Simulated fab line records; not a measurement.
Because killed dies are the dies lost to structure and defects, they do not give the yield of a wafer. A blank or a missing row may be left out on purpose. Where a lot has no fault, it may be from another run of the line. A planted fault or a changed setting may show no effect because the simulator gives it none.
Which tool is to blame? || flow n5 finfet || 9 lots with 27 wafers sampled at 4 steps, on a route of 1938 steps

== WHAT EACH GAUGE READ, for each wafer ==
N5_BEOL_M0_SAQP_CD_MEAS_40 targets a cd of 30 nm.
{"lot": "L654", "measured": "day 6 06:44", "on": "cd sem-02", "cd nm (nm)": "30.05 30.23 29.78"}
{"lot": "L656", "measured": "day 6 23:49", "on": "cd sem-01", "cd nm (nm)": "22.31 22.20 29.91"}
{"lot": "L659", "measured": "day 7 17:16", "on": "cd sem-02", "cd nm (nm)": "30.21 21.63 29.68"}
{"lot": "L667", "measured": "day 9 15:53", "on": "cd sem-03", "cd nm (nm)": "29.88 30.18 29.93"}
{"lot": "L670", "measured": "day 10 12:55", "on": "cd sem-01", "cd nm (nm)": "29.80 30.21 30.12"}
{"lot": "L653", "measured": "day 10 16:03", "on": "cd sem-03", "cd nm (nm)": "29.70 29.63 29.78"}
{"lot": "L671", "measured": "day 10 20:07", "on": "cd sem-01", "cd nm (nm)": "30.02 29.59 30.02"}
{"lot": "L672", "measured": "day 11 05:19", "on": "cd sem-02", "cd nm (nm)": "29.94 30.12 30.33"}
{"lot": "L674", "measured": "day 11 09:13", "on": "cd sem-01", "cd nm (nm)": "29.68 29.63 30.11"}

== WHICH TOOL RAN EACH LOT (tool, then ch and the chambers of the sampled wafers, then the start) ==
{"lot": "L654", "N5_BEOL_M0_SAQP_ETCH_101": "rie diel-05 ch 0,1,2, day 6 04:43", "N5_BEOL_M0_SAQP_ETCH_107": "rie diel-04 ch 0,1,3, day 6 05:26", "N5_BEOL_M0_SAQP_EXPOSE_37": "euv scanner-02 ch 0, day 6 06:36"}
{"lot": "L656", "N5_BEOL_M0_SAQP_ETCH_101": "rie diel-05 ch 0,1,2, day 6 21:38", "N5_BEOL_M0_SAQP_ETCH_107": "rie diel-05 ch 0,1,3, day 6 22:22", "N5_BEOL_M0_SAQP_EXPOSE_37": "euv scanner-02 ch 0, day 6 23:41"}
{"lot": "L659", "N5_BEOL_M0_SAQP_ETCH_101": "rie diel-02 ch 0,1,2, day 7 15:05", "N5_BEOL_M0_SAQP_ETCH_107": "rie diel-05 ch 1,3, day 7 15:49", "N5_BEOL_M0_SAQP_EXPOSE_37": "euv scanner-02 ch 0, day 7 17:08"}
{"lot": "L667", "N5_BEOL_M0_SAQP_ETCH_101": "rie diel-04 ch 0,1,3, day 9 13:23", "N5_BEOL_M0_SAQP_ETCH_107": "rie diel-04 ch 0,1, day 9 14:29", "N5_BEOL_M0_SAQP_EXPOSE_37": "euv scanner-01 ch 0, day 9 15:44"}
{"lot": "L670", "N5_BEOL_M0_SAQP_ETCH_101": "rie diel-04 ch 0,3, day 10 10:46", "N5_BEOL_M0_SAQP_ETCH_107": "rie diel-05 ch 0,1,2, day 10 11:29", "N5_BEOL_M0_SAQP_EXPOSE_37": "euv scanner-01 ch 0, day 10 12:47"}
{"lot": "L653", "N5_BEOL_M0_SAQP_ETCH_101": "rie diel-04 ch 0,2,3, day 10 13:52", "N5_BEOL_M0_SAQP_ETCH_107": "rie diel-05 ch 0,3, day 10 14:35", "N5_BEOL_M0_SAQP_EXPOSE_37": "euv scanner-02 ch 0, day 10 15:56"}
{"lot": "L671", "N5_BEOL_M0_SAQP_ETCH_101": "rie diel-02 ch 2,3, day 10 17:59", "N5_BEOL_M0_SAQP_ETCH_107": "rie diel-02 ch 0,2,3, day 10 18:49", "N5_BEOL_M0_SAQP_EXPOSE_37": "euv scanner-02 ch 0, day 10 19:59"}
{"lot": "L672", "N5_BEOL_M0_SAQP_ETCH_101": "rie diel-04 ch 0,2,3, day 11 02:39", "N5_BEOL_M0_SAQP_ETCH_107": "rie diel-02 ch 0,1,2, day 11 03:38", "N5_BEOL_M0_SAQP_EXPOSE_37": "euv scanner-02 ch 0, day 11 05:11"}
{"lot": "L674", "N5_BEOL_M0_SAQP_ETCH_101": "rie diel-04 ch 0,2, day 11 06:48", "N5_BEOL_M0_SAQP_ETCH_107": "rie diel-04 ch 1,3, day 11 07:31", "N5_BEOL_M0_SAQP_EXPOSE_37": "euv scanner-02 ch 0, day 11 09:05"}
- N5_BEOL_M0_SAQP_ETCH_101: etches SiNx in CH3F/O2, target depth 29.9 nm, time 42.7 s.
- N5_BEOL_M0_SAQP_ETCH_107: etches SiNx in CH3F/O2, target depth 30 nm.
- N5_BEOL_M0_SAQP_EXPOSE_37: exposes mask M0 CUT1, target cd 30 nm.

== THE ANSWER, worked out from the rows above alone ==
Rule: what is usual is taken from the lots themselves. The widest of any qualifying gaps counts: lots, ordered by their means at a reading, are off when they make up no more than a third of the lots, leave a main group of 4 or more, and stand apart from it by 3 or more times the standard deviation of that group's means. A main group is skipped when, at the precision printed for the reading in the tables above, its means are all equal. Also off: a lot with no number at a reading for which 4 or more lots have one. Any other lot the step has rows for is counted as sound.
Off, at N5_BEOL_M0_SAQP_CD_MEAS_40 on cd nm: L656, L659. Mean 29.94 nm and standard deviation 0.14 in the main group.
If a tool, at a process step before that reading, ran all the lots that are off and no sound lot after the first of them, it fits. The gauges at N5_BEOL_M0_SAQP_CD_MEAS_40 are tried like those tools. None of those tried fits.

== WHAT THE SIMULATOR HAD PUT IN ==
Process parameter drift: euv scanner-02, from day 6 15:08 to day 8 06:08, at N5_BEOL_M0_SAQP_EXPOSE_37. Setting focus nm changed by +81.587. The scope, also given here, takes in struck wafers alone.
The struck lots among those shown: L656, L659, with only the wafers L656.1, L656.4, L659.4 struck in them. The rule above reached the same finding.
